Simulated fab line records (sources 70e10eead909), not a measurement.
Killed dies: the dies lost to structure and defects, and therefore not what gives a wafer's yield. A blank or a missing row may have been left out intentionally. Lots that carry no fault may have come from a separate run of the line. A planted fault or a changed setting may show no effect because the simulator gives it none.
One fault through the eyes of 3 desks | flow nand_harc | numbers are kept per desk, each desk with only its own; the story behind them comes last

== DESK OF THE TOOL OWNER: rie_si-03 ==
The tool's own readings at NHARC_P_ZERO_WELL_ETCH_63 (etches the open film in HBr/Cl2, target depth 120 nm, time 40.1 s): means of the sampled wafers that have a number, for each lot that ran on this tool. Marked OUT: a lot whose mean sits more than 4 standard deviations from the usual mean, which makes it out of limits; the brackets give that distance.
Columns: A = drypump_motor_current_A at NHARC_P_ZERO_WELL_ETCH_63, usual 5.7 A; B = oes_product_au at NHARC_P_ZERO_WELL_ETCH_63, usual 1.000 a.u.; C = rf_fwd_power_W at NHARC_P_ZERO_WELL_ETCH_63, usual 395.3 W; D = throttle_valve_pct at NHARC_P_ZERO_WELL_ETCH_63, usual 26.406 %
lot  | first seen here | A   | B     | C     | D
L704 | day 1 13:40     | 5.2 | 1.009 | 393.1 | 26.405
L708 | day 2 13:57     | 5.8 | 0.997 | 396.1 | 26.412
L714 | day 4 01:41     | 5.6 | 0.999 | 395.2 | 26.418
L715 | day 4 07:42     | 5.6 | 0.997 | 394.3 | 26.407
This desk's verdict: no lot among the 4 shows anything out of limits.

== THE DEFECT DESK ==
Lot by lot, what the route's inspections counted, given as the mean of those sampled wafers with a number. Marked OUT: a lot whose mean sits more than 4 standard deviations from the usual mean, which makes it out of limits; the brackets give that distance.
Columns: A = raw_defect_count at NHARC_P_ZERO_WELL_INSPECT_43, usual 13
lot  | first seen here | A
L704 | day 1 19:32     | 18
L708 | day 2 19:50     | 12
L713 | day 4 01:35     | 9
L714 | day 4 07:43     | 152 (+25) OUT
L715 | day 4 13:35     | 156 (+26) OUT
L716 | day 4 19:37     | 11
L718 | day 5 07:27     | 15
L722 | day 6 07:33     | 16
L723 | day 6 13:36     | 12
L724 | day 6 19:52     | 20
L725 | day 7 01:25     | 21
This desk's finding: out of limits on L714, L715; first on L714, day 4 07:43 (raw_defect_count at NHARC_P_ZERO_WELL_INSPECT_43). L704, L708, L713, L716, L718, L722, L723, L724, L725: within limits.

== METROLOGY DESK ==
Lot by lot, what the gauges showed, no matter which tool ran the lot: averages of those sampled wafers that carry a number. Marked OUT: a lot whose mean sits more than 4 standard deviations from the usual mean, which makes it out of limits; the brackets give that distance.
Columns: A = cd_nm at NHARC_P_STI_CD_MEAS_09, usual 200.1 nm
lot  | first seen here | A
L704 | day 2 13:05     | 198.4
L708 | day 3 11:04     | 198.2
L713 | day 4 16:45     | 197.2
L714 | day 4 22:53     | 200.2
L715 | day 5 04:52     | 200.8
L716 | day 5 11:43     | 197.8
L718 | day 6 02:23     | 198.4
L722 | day 6 23:01     | 200.0
L723 | day 7 05:05     | 201.0
L724 | day 7 11:11     | 200.3
L725 | day 7 19:54     | 199.2
This desk's verdict: no lot among the 11 shows anything out of limits.

== PUT TOGETHER ==
The defect desk could have raised an alarm at day 4 07:43, on L714, L715.
The desk of the tool owner found nothing out of limits.
Metrology desk: nothing out of limits seen.
Tool owner's desk: L714, L715 on record, inside its limits.
The metrology desk has L714, L715 on record, within its limits.
The lots listed all ran NHARC_P_ZERO_WELL_ETCH_63 on rie_si-03.

== WHAT THE SIMULATOR HAD PUT IN ==
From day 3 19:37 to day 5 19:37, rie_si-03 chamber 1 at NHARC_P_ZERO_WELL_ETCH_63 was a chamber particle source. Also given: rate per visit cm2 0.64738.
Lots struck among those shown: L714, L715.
Hours from the fault's start to each desk's first reading out of limits: the defect desk, 12.
